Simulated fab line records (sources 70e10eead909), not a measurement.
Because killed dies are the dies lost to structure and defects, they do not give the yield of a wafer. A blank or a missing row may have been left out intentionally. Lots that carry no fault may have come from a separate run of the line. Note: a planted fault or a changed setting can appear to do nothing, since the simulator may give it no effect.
fab line records + flow nand-harc
record:
- lots: 13
- wafers: 39
- last-day: 24
route steps=1159 shown P_BONDPAD@387 A_M0@1009 END@1159
lots untouched by any fault: they come from a run of this same line in which no faults occurred
start-h: hours from the record's first day to the start of the lot's first wafer shown + wait-h: hours elapsed since this lot's preceding step + " same as the row above + L1.1+2: a single row standing in for several wafers + - no value, or no start given + * or withheld: withheld + < > ~ a bound
route shown NAME@n: a module of which the file shows steps, and the number in the route of the first + usual: mean/standard deviation taken from wafers without a fault + same: alike in all rows + chamber/n: place in a boat + sites: readings site by site + _std_site: their standard deviation + _edge_site: the outer-site mean with the inner-site mean subtracted + radius-mm: for every site, how far away it sits from the centre of the wafer + mask NAME#n: copy n + behind: the last tool/chamber to shape the wafer + hold: reason for holding the lot/hours on hold/outcome of the hold + device: whichever transistor did not switch (one of n, p or np) + end of line: tests of these same wafers at the route's end + a step given without rows: its recipe and nothing more + killed: count of dies lost to structure and defects at first sort (not the wafer's yield) + map: dies across one wafer; x = killed, . = not, _ = none there
set.NAME: the setting that was run; set.NAME@STEP: the one run at that earlier step + model.NAME: the simulator's own value behind a step, which no gauge read
one table for each step of the route and one row for each wafer, over a sample of lots
services: from which hour (start-h, from the record's first day; less than 0 if before it) a tool's chamber was out of use, for how many hours, and why
== steps ==
step: NHARC_P_BONDPAD_PRECLEAN_30
recipe:
- time-s: 300
- temp-c: 23
- chemistry: DIW
| lot.wafer  | tool         | chamber | start-h | wait-h |
|------------|--------------|---------|---------|--------|
| L885.1+5+3 | wet-bench-10 | 2,3,4   | 127.00  | 0.2    |
| L887.1+5+2 | wet-bench-08 | 0,2,4   | 140.57  | 0.1    |
| L886.3+6+2 | wet-bench-08 | 3,5,6   | 141.24  | 0.1    |
| L888.4+3+5 | wet-bench-08 | 1,2,3   | 148.54  | 0.1    |
| L889.5+6+2 | wet-bench-08 | 1,3,5   | 150.12  | 0.1    |
| L891.2+6+1 | wet-bench-08 | 3,6,0   | 166.97  | 0.1    |
| L890.4+1+6 | wet-bench-08 | 5,0,1   | 169.29  | 0.1    |
| L892.1+3+6 | wet-bench-08 | 0,2,3   | 174.18  | 0.1    |
| L903.1+4+2 | wet-bench-10 | 3,5,0   | 232.80  | 0.2    |
| L902.5+3+1 | wet-bench-10 | 0,2,3   | 233.09  | 0.1    |
| L904.3+1+2 | wet-bench-10 | 2,3,4   | 240.13  | 0.1    |
| L906.2+4+5 | wet-bench-08 | 3,5,7   | 256.58  | 0.1    |
| L908.2+3+1 | wet-bench-08 | 6,7,0   | 261.60  | 0.2    |
step: NHARC_A_M0_ETCH_15
recipe:
- target-depth-a: 1500
- overetch-a: 150
- time-s: 82.5
- c4f8-flow-sccm: withheld
- ar-flow-sccm: 400
- rf-w: 600
- bias-w: 300
- chemistry: C4F8/Ar
usual:
- oes-product-au: 0.954/0.021
- rf-vpp-V: 439.9/2.7
| lot.wafer | tool        | chamber | start-h | wait-h | oes-product-au | rf-hours-counter-h | rf-vpp-V |
|-----------|-------------|---------|---------|--------|----------------|--------------------|----------|
| L886.3    | rie-diel-09 | 0       | -       | -      | 0.928          | 10                 | 445.3    |
| L886.2    | "           | 1       | "       | "      | 0.973          | 8                  | 438.0    |
| L886.6    | "           | 3       | "       | "      | 0.946          | -                  | 444.2    |
| L885.3    | rie-diel-09 | 1       | -       | -      | 0.962          | 8                  | 438.7    |
| L885.1    | "           | 3       | "       | "      | 0.987          | 11                 | 442.7    |
| L885.5    | "           | 2       | "       | "      | 0.985          | -                  | 437.2    |
| L889.2    | rie-diel-09 | 0       | -       | -      | 0.926          | 11                 | 443.4    |
| L889.6    | "           | 1       | "       | "      | 0.920          | -                  | 438.6    |
| L889.5    | "           | 2       | "       | "      | 0.926          | -                  | 439.1    |
| L887.1    | rie-diel-02 | 2       | -       | -      | 0.980          | 6                  | 442.8    |
| L887.2    | "           | 0       | "       | "      | 0.953          | 5                  | 441.1    |
| L887.5    | "           | 1       | "       | "      | 0.973          | -                  | 438.8    |
| L888.4    | rie-diel-09 | 3       | -       | -      | 0.963          | 12                 | 444.2    |
| L888.3    | "           | 2       | "       | "      | 0.982          | 12                 | 439.2    |
| L888.5    | "           | 0       | "       | "      | 0.966          | -                  | 442.2    |
| L890.4    | rie-diel-05 | 3       | -       | -      | 0.922          | 5                  | 442.7    |
| L890.1    | "           | 0       | "       | "      | 0.929          | 5                  | 438.0    |
| L890.6    | "           | 3       | "       | "      | 0.916          | -                  | 443.6    |
| L891.1    | rie-diel-05 | 3       | -       | -      | 0.957          | 6                  | 443.5    |
| L891.2    | "           | 1       | "       | "      | 0.974          | 5                  | 436.9    |
| L891.6    | "           | 2       | "       | "      | 0.976          | -                  | 439.3    |
| L892.1    | rie-diel-05 | 1       | -       | -      | 0.929          | 5                  | 436.9    |
| L892.3    | "           | 2       | "       | "      | 0.923          | 6                  | 438.7    |
| L892.6    | "           | 0       | "       | "      | 0.941          | -                  | 436.3    |
| L902.1    | rie-diel-02 | 3       | -       | -      | 0.953          | 12                 | 436.6    |
| L902.3    | "           | 1       | "       | "      | 0.961          | 12                 | 437.6    |
| L902.5    | "           | 3       | "       | "      | 0.952          | -                  | 436.8    |
| L903.2    | rie-diel-05 | 1       | -       | -      | 0.932          | 9                  | 437.3    |
| L903.1    | "           | 2       | "       | "      | 0.930          | 10                 | 441.0    |
| L903.4    | "           | 3       | "       | "      | 0.923          | 10                 | 442.4    |
| L904.1    | rie-diel-05 | 0       | -       | -      | 0.926          | 10                 | 438.5    |
| L904.3    | "           | 1       | "       | "      | 0.928          | 9                  | 438.1    |
| L904.2    | "           | 3       | "       | "      | 0.919          | 10                 | 442.2    |
| L908.2    | rie-diel-09 | 1       | -       | -      | 0.964          | 7                  | 437.1    |
| L908.3    | "           | 2       | "       | "      | 0.975          | 4                  | 437.9    |
| L908.1    | "           | 0       | "       | "      | 0.960          | 6                  | 443.2    |
| L906.2    | rie-diel-05 | 1       | -       | -      | 0.980          | 1                  | 437.9    |
| L906.4    | "           | 2       | "       | "      | 0.974          | 2                  | 439.2    |
| L906.5    | "           | 1       | "       | "      | 0.980          | -                  | 436.9    |
step: NHARC_A_M0_PRE_CLEAN_29
recipe:
- time-s: 30
- temp-c: 280
- gas: H2/He
usual:
- heater-power-w: 427/34
| lot.wafer | tool           | chamber | start-h | wait-h | heater-power-w |
|-----------|----------------|---------|---------|--------|----------------|
| L886.2    | pvd-sputter-03 | -       | -       | -      | 476            |
| L886.3    | "              | -       | "       | "      | 453            |
| L886.6    | "              | -       | "       | "      | 453            |
| L885.3    | pvd-sputter-02 | -       | -       | -      | 431            |
| L885.1    | "              | -       | "       | "      | 433            |
| L885.5    | "              | -       | "       | "      | 443            |
| L889.2    | pvd-sputter-01 | -       | -       | -      | 380            |
| L889.5    | "              | -       | "       | "      | 382            |
| L889.6    | "              | -       | "       | "      | 444            |
| L887.1    | pvd-sputter-02 | -       | -       | -      | 419            |
| L887.2    | "              | -       | "       | "      | 467            |
| L887.5    | "              | -       | "       | "      | 437            |
| L888.3    | pvd-sputter-03 | -       | -       | -      | 449            |
| L888.4    | "              | -       | "       | "      | 477            |
| L888.5    | "              | -       | "       | "      | 453            |
| L890.1    | pvd-sputter-03 | -       | -       | -      | 453            |
| L890.4    | "              | -       | "       | "      | 453            |
| L890.6    | "              | -       | "       | "      | 393            |
| L891.1    | pvd-sputter-01 | -       | -       | -      | 390            |
| L891.2    | "              | -       | "       | "      | 385            |
| L891.6    | "              | -       | "       | "      | 386            |
| L892.1    | pvd-sputter-03 | -       | -       | -      | 457            |
| L892.3    | "              | -       | "       | "      | 469            |
| L892.6    | "              | -       | "       | "      | 460            |
| L902.1    | pvd-sputter-01 | -       | -       | -      | 374            |
| L902.3    | "              | -       | "       | "      | 393            |
| L902.5    | "              | -       | "       | "      | 384            |
| L903.2    | pvd-sputter-02 | -       | -       | -      | 455            |
| L903.1    | "              | -       | "       | "      | 419            |
| L903.4    | "              | -       | "       | "      | 468            |
| L904.2    | pvd-sputter-03 | -       | -       | -      | 459            |
| L904.3    | "              | -       | "       | "      | 384            |
| L904.1    | "              | -       | "       | "      | 458            |
| L908.3    | pvd-sputter-03 | -       | -       | -      | 458            |
| L908.2    | "              | -       | "       | "      | 465            |
| L908.1    | "              | -       | "       | "      | 467            |
| L906.4    | pvd-sputter-02 | -       | -       | -      | 441            |
| L906.2    | "              | -       | "       | "      | 454            |
| L906.5    | "              | -       | "       | "      | 437            |
step: NHARC_A_M0_ANNEAL_30
recipe:
- temp-c: 225
- time-s: 90
usual:
- wafer_temp_C_max: 226.34/0.29
| lot.wafer | tool          | chamber | start-h | wait-h | wafer_temp_C_max |
|-----------|---------------|---------|---------|--------|------------------|
| L886.2    | rtp-anneal-01 | 0       | 402.02  | 0.4    | 226.19           |
| L886.3    | "             | 0       | "       | "      | 226.20           |
| L886.6    | "             | 0       | "       | "      | 226.24           |
| L885.1    | rtp-anneal-02 | 0       | 403.54  | -      | 226.32           |
| L885.3    | "             | 0       | "       | "      | 226.91           |
| L885.5    | "             | 0       | "       | "      | 226.55           |
| L889.2    | rtp-anneal-02 | 0       | 406.90  | -      | 226.77           |
| L889.5    | "             | 0       | "       | "      | 226.57           |
| L889.6    | "             | 0       | "       | "      | 226.40           |
| L887.1    | rtp-anneal-01 | 0       | 407.67  | 0.3    | 226.22           |
| L887.2    | "             | 0       | "       | "      | 226.16           |
| L887.5    | "             | 0       | "       | "      | 226.01           |
| L888.3    | rtp-anneal-02 | 0       | 408.36  | 0.3    | 226.43           |
| L888.4    | "             | 0       | "       | "      | 226.40           |
| L888.5    | "             | 0       | "       | "      | 226.33           |
| L890.1    | rtp-anneal-01 | 0       | 425.29  | -      | 226.36           |
| L890.4    | "             | 0       | "       | "      | 226.47           |
| L890.6    | "             | 0       | "       | "      | 226.19           |
| L891.1    | rtp-anneal-02 | 0       | 438.09  | -      | 226.59           |
| L891.2    | "             | 0       | "       | "      | 225.91           |
| L891.6    | "             | 0       | "       | "      | 226.22           |
| L892.1    | rtp-anneal-02 | 0       | 447.77  | -      | 226.42           |
| L892.3    | "             | 0       | "       | "      | 226.65           |
| L892.6    | "             | 0       | "       | "      | 226.42           |
| L902.1    | rtp-anneal-01 | 0       | 495.70  | 0.3    | 226.25           |
| L902.3    | "             | 0       | "       | "      | 226.05           |
| L902.5    | "             | 0       | "       | "      | 226.12           |
| L903.1    | rtp-anneal-02 | 0       | 503.26  | 0.3    | 227.19           |
| L903.2    | "             | 0       | "       | "      | 226.14           |
| L903.4    | "             | 0       | "       | "      | 226.59           |
| L904.1    | rtp-anneal-02 | 0       | 506.99  | 0.3    | 226.14           |
| L904.2    | "             | 0       | "       | "      | 226.51           |
| L904.3    | "             | 0       | "       | "      | 225.83           |
| L908.1    | rtp-anneal-02 | 0       | 516.81  | 0.3    | 226.23           |
| L908.2    | "             | 0       | "       | "      | 226.80           |
| L908.3    | "             | 0       | "       | "      | 225.92           |
| L906.2    | rtp-anneal-01 | 0       | 539.82  | 0.4    | 226.29           |
| L906.4    | "             | 0       | "       | "      | 226.12           |
| L906.5    | "             | 0       | "       | "      | 226.32           |
step: NHARC_END_SORT_01
recipe:
- temp-c: 25
usual:
- defect-limited-yield: 95.2/1.6
- killed-at-array: 28/11
- killed-at-other: 0.8/1.3
- killed-at-periphery: 3.6/2.5
- killed-dies: 32/11
- killed-open: 3.0/1.8
- killed-short: 2.0/1.5
- sort_bin_2_pct: 1.5/0.66
- sort_bin_3_pct: 0.25/0.23
- sort_bin_4_pct: 3.0/1.1
- sort-n-pass: 645/11
- sort-rim-yield-pct: 96.0/2.9
- sort-yield-pct: 95.2/1.6
same:
- gross-dies: 677
- sort_bin_5_pct[%]: 0
- sort_bin_6_pct[%]: 0
- sort_bin_7_pct[%]: 0
- sort_bin_8_pct[%]: 0
- sort-rim-n-gross: 106.00
| lot.wafer | tool      | chamber | start-h | wait-h | defect-limited-yield[%] | killed-at-array | killed-at-other | killed-at-periphery | killed-dies | killed-open | killed-short | sort_bin_2_pct[%] | sort_bin_3_pct[%] | sort_bin_4_pct[%] | sort-n-pass | sort-rim-yield-pct[%] | sort-yield-pct[%] |
|-----------|-----------|---------|---------|--------|-------------------------|-----------------|-----------------|---------------------|-------------|-------------|--------------|-------------------|-------------------|-------------------|-------------|-----------------------|-------------------|
| L890.1    | prober-02 | 0       | 492.89  | 2.5    | 86.0                    | 12              | 0               | 83                  | 95          | 3           | 5            | 5.8               | 3.25              | 5.0               | 582         | 99.1                  | 86.0              |
| L890.4    | prober-02 | 0       | 495.30  | 3.4    | 87.1                    | 18              | 1               | 68                  | 87          | 3           | 7            | 5.9               | 3.10              | 3.8               | 590         | 85.8                  | 87.1              |
| L890.6    | prober-02 | 0       | 496.90  | 4.0    | 93.2                    | 11              | 1               | 34                  | 46          | 0           | 2            | 3.5               | 0.89              | 2.4               | 631         | 86.8                  | 93.2              |
| L892.1    | prober-01 | 0       | 493.05  | 2.5    | 86.9                    | 9               | 0               | 80                  | 89          | 1           | 0            | 6.4               | 1.92              | 4.9               | 588         | 97.2                  | 86.9              |
| L892.3    | prober-01 | 0       | 494.65  | 3.1    | 87.1                    | 7               | 0               | 80                  | 87          | 1           | 1            | 6.1               | 2.81              | 4.0               | 590         | 96.2                  | 87.1              |
| L892.6    | prober-01 | 0       | 497.04  | 4.0    | 86.4                    | 12              | 0               | 80                  | 92          | 1           | 1            | 5.8               | 2.22              | 5.6               | 585         | 99.1                  | 86.4              |
| L902.1    | prober-02 | 0       | 531.97  | 2.5    | 92.9                    | 42              | 3               | 3                   | 48          | 1           | 1            | 2.1               | 0.44              | 4.6               | 629         | 88.7                  | 92.9              |
| L902.3    | prober-02 | 0       | 533.56  | 3.1    | 94.7                    | 30              | 1               | 5                   | 36          | 3           | 0            | 2.7               | 0                 | 2.7               | 641         | 90.6                  | 94.7              |
| L902.5    | prober-02 | 0       | 535.15  | 3.7    | 91.6                    | 52              | 1               | 4                   | 57          | 8           | 2            | 2.5               | 0.44              | 5.5               | 620         | 91.5                  | 91.6              |
killed by level:class
L890.1 P_BONDPAD:unspecified=76 P_CONTACT:geometric-particle:short=2 A_CHANNEL_FILL_D1:geometric-particle:short=2 A_CHANNEL_HOLE_D1:chamber-film-flake=2 A_ZERO_WELL:chamber-film-flake=2 A_STAIRCASE:chamber-film-flake=2 A_CONTACT:chamber-film-flake=2 P_M0:geometric-particle:open=1
L892.1 P_BONDPAD:unspecified=76 A_STAIRCASE:chamber-film-flake=4 P_GATE:chamber-film-flake=3 A_CHANNEL_HOLE_D1:chamber-film-flake=3 A_CHANNEL_FILL_D1:geometric-particle:open=1 P_STI:chamber-film-flake=1 A_CONTACT:chamber-film-flake=1
L892.3 P_BONDPAD:unspecified=76 A_CONTACT:chamber-film-flake=3 A_CONTACT:geometric-particle:short=1 A_M1:geometric-particle:open=1 P_STI:chamber-film-flake=1 P_GATE:chamber-film-flake=1 P_M2:chamber-film-flake=1 P_BONDPAD:chamber-film-flake=1
L890.4 P_BONDPAD:unspecified=65 A_STAIRCASE:chamber-film-flake=5 A_WL_FILL:geometric-particle:short=3 A_CHANNEL_HOLE_D1:chamber-film-flake=2 A_CONTACT:chamber-film-flake=2 P_STI:geometric-particle:short=1 P_M1:geometric-particle:open=1 A_ONON_D1:geometric-particle:short=1
L890.6 P_BONDPAD:unspecified=32 A_CHANNEL_HOLE_D1:chamber-film-flake=4 P_ZERO_WELL:chamber-film-flake=2 A_STAIRCASE:chamber-film-flake=2 A_ONON_D1:geometric-particle:short=1 A_CHANNEL_FILL_D1:geometric-particle:short=1 A_ZERO_WELL:chamber-film-flake=1 A_SLIT:chamber-film-flake=1
L892.6 P_BONDPAD:unspecified=79 A_CHANNEL_HOLE_D1:chamber-film-flake=7 A_ONON_D1:geometric-particle:open=1 A_CHANNEL_FILL_D1:geometric-particle:short=1 P_GATE:chamber-film-flake=1 A_CONTACT:chamber-film-flake=1 A_STAIRCASE:chamber-film-flake=1 A_SLIT:chamber-film-flake=1
L902.1 A_SLIT:chamber-film-flake=24 A_CHANNEL_HOLE_D1:chamber-film-flake=11 A_CONTACT:chamber-film-flake=5 P_M2:chamber-film-flake=3 THIN_TSV:chamber-film-flake=3 A_SGD_CUT:geometric-particle:open=1 A_CONTACT:geometric-particle:short=1
L902.3 A_SLIT:chamber-film-flake=12 A_CHANNEL_HOLE_D1:chamber-film-flake=11 A_CONTACT:chamber-film-flake=4 P_M2:chamber-film-flake=3 P_M0:geometric-particle:open=1 A_WL_FILL:geometric-particle:open=1 A_CONTACT:geometric-particle:open=1 P_GATE:chamber-film-flake=1
L902.5 A_CHANNEL_HOLE_D1:chamber-film-flake=26 A_SLIT:chamber-film-flake=13 A_STAIRCASE:chamber-film-flake=4 A_CONTACT:geometric-particle:open=2 A_M1:geometric-particle:open=2 A_CONTACT:chamber-film-flake=2 P_CONTACT:geometric-particle:open=1 P_M0:geometric-particle:open=1
== services ==
| tool           | chamber | start-h | hours | kind   |
|----------------|---------|---------|-------|--------|
| rie-diel-09    | 2       | 118.57  | 4.9   | repair |
| rie-diel-05    | 0       | 131.24  | 4.3   | repair |
| pvd-sputter-03 | -       | 133.31  | 2.0   | repair |
| rie-diel-05    | -       | 163.60  | 9.0   | pm     |
| rie-diel-09    | 3       | 178.54  | 15.0  | repair |
| rie-diel-09    | 0       | 223.01  | 9.5   | repair |
| wet-bench-08   | -       | 230.40  | 8.0   | pm     |
| rie-diel-05    | 1       | 230.62  | 6.0   | repair |
| rie-diel-09    | -       | 254.13  | 9.0   | pm     |
| pvd-sputter-03 | -       | 280.08  | 10.0  | pm     |
| rie-diel-05    | 0       | 286.00  | 9.1   | repair |
| rie-diel-09    | 1       | 288.73  | 10.5  | repair |
| rtp-anneal-02  | -       | 300.15  | 12.0  | pm     |
| rie-diel-05    | 3       | 304.78  | 13.7  | repair |
| rie-diel-09    | 1       | 305.33  | 8.9   | repair |
| rie-diel-09    | -       | 337.12  | 0.5   | repair |
| rie-diel-05    | -       | 340.60  | 9.0   | pm     |
| rie-diel-09    | 2       | 363.04  | 7.2   | repair |
| wet-bench-08   | -       | 406.40  | 8.0   | pm     |
| rie-diel-09    | 3       | 428.29  | 8.4   | repair |
| rie-diel-09    | -       | 431.13  | 9.0   | pm     |
| pvd-sputter-03 | -       | 458.08  | 10.0  | pm     |
| rie-diel-09    | 2       | 467.11  | 20.8  | repair |
| rie-diel-05    | -       | 517.60  | 9.0   | pm     |
== key ==
first-sign:
- step: NHARC_END_SORT_01
- reading: killed-at-periphery
- direction: up
- sigmas: 27
- usual: 3.6
- struck: 70.8
effect:
- step: NHARC_END_SORT_01
- reading: defect-limited-yield
- direction: down
- sigmas: 4.5
- usual: 95.2
- struck: 87.8
more-kills-born-at:
- NHARC_P_BONDPAD_PRECLEAN_30@wet-bench-08: 404
met-at NHARC_P_BONDPAD_PRECLEAN_30
struck-lots L890,L892
not-acting-at NHARC_A_M0_ETCH_15,NHARC_A_M0_PRE_CLEAN_29,NHARC_A_M0_ANNEAL_30
onset-between 166.97 169.29
fault:
- kind: chamber-particle-source
- tool: wet-bench-08
- chamber: -
- onset-h: 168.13
- steps: NHARC_P_BONDPAD_PRECLEAN_30
- rate-per-visit-cm2: 0.55278
- end-h: 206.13
